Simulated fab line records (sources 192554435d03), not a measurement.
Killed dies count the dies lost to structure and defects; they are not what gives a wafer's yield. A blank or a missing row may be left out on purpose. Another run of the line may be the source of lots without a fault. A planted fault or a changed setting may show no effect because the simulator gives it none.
8D (eight disciplines) problem report, filled in by code    flow n5_finfet    the parts of the form that need people (team, actions taken, sign-off) are left out

## 1. WHAT IS WRONG
run_length_s at N5_BEOL_M0_SAQP_COAT_82 reads a mean of 49.77 s on 2 wafers of 2 lots; wafers without a fault read 66.39 s with a standard deviation of 0.18. That puts it -92 standard deviations away from the usual mean.
The step: time 60 s, resist thk 30 nm.
First observed at day 8 15:40: wafer L494.6, on litho_track-05. The record holds 17 wafers of 6 lots with a number at this step. By rule, "out" or "out of limits" means more than 4 standard deviations away from the usual mean. All remaining wafers that have a number are taken as sound.

## 2. WHAT IT IS, AND WHAT IT ISN'T
question                     is                                  is not
which readings at this step  run_length_s, heater_power_total_W  spin_speed_rpm
which lots                   L494, L496                          L485, L491, L492, L505
which wafers of those lots   L494.6, L496.6                      L494.4, L494.5, L496.4
read on which tools          litho_track-05                      litho_track-03
when                         from day 8 15:40                    up to then (11 sound wafers); but 4 sound wafers of L496, L505 came after

## 3. SUSPECTS, AND WHAT RULES EACH OUT
Counting: a tool at a process step up to the reading stays a suspect if it ran every lot that is out. Sound lots after the first of them don't rule it out here, since some wafers of a struck lot are sound.
- pvd_sputter-02 at N5_BEOL_M0_SAQP_HM_DEP_02 (deposits TiN, target thk 12 nm): kept. Every lot that is out went through it, the first being L494 (day 8 15:13); the last sound lot it ran before that was L491 (day 7 16:43).
- litho_track-05 at N5_BEOL_M0_SAQP_COAT_82 (time 60 s, resist thk 30 nm): kept. Every lot that is out went through it, the first being L494 (day 8 15:40); the last sound lot it ran before that was L492 (day 8 05:20). Its own heater_power_total_W, run_length_s readings are out on those wafers.
What counting leaves: pvd_sputter-02 at N5_BEOL_M0_SAQP_HM_DEP_02 and litho_track-05 at N5_BEOL_M0_SAQP_COAT_82.

## 4. THE CAUSE (what the simulator had put in)
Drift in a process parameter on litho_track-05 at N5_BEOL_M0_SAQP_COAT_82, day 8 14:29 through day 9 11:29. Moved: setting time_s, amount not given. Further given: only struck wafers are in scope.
After counting, 2 suspects remain, this tool included.

## 5. THE EFFECT CHAIN, in route order
One row per reading whose mean, taken over the struck wafers that have a number, lies over 3 standard deviations from the usual. Only readings for which the record gives a usual standard deviation are gone through. hours: the time from each lot's start at the first step in this table that gives one to its start at this step, as a median over the lots. sigmas: the change in usual standard deviations.
hours  step                     reading               usual    on struck wafers  change  sigmas
0      N5_BEOL_M0_SAQP_COAT_82  heater_power_total_W  427.6 W  525.0             +97.4   +44
0      N5_BEOL_M0_SAQP_COAT_82  run_length_s          66.39 s  49.77             -16.62  -92
It contains these process steps:
- N5_BEOL_M0_SAQP_COAT_82: time 60 s, resist thk 30 nm.
Readings that are blank on the struck wafers while sound wafers have them: plate_temp_C at N5_BEOL_M0_SAQP_COAT_82.
At these later measuring or inspecting steps, every struck wafer for which the step has a row has a number for every such reading, and none has moved that far: N5_BEOL_M4_RC_MEAS_101.

## 6. WHAT WOULD HAVE CAUGHT IT SOONER
In this record the first reading out of limits was taken at day 8 15:40, 1 hour after the fault began at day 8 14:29.
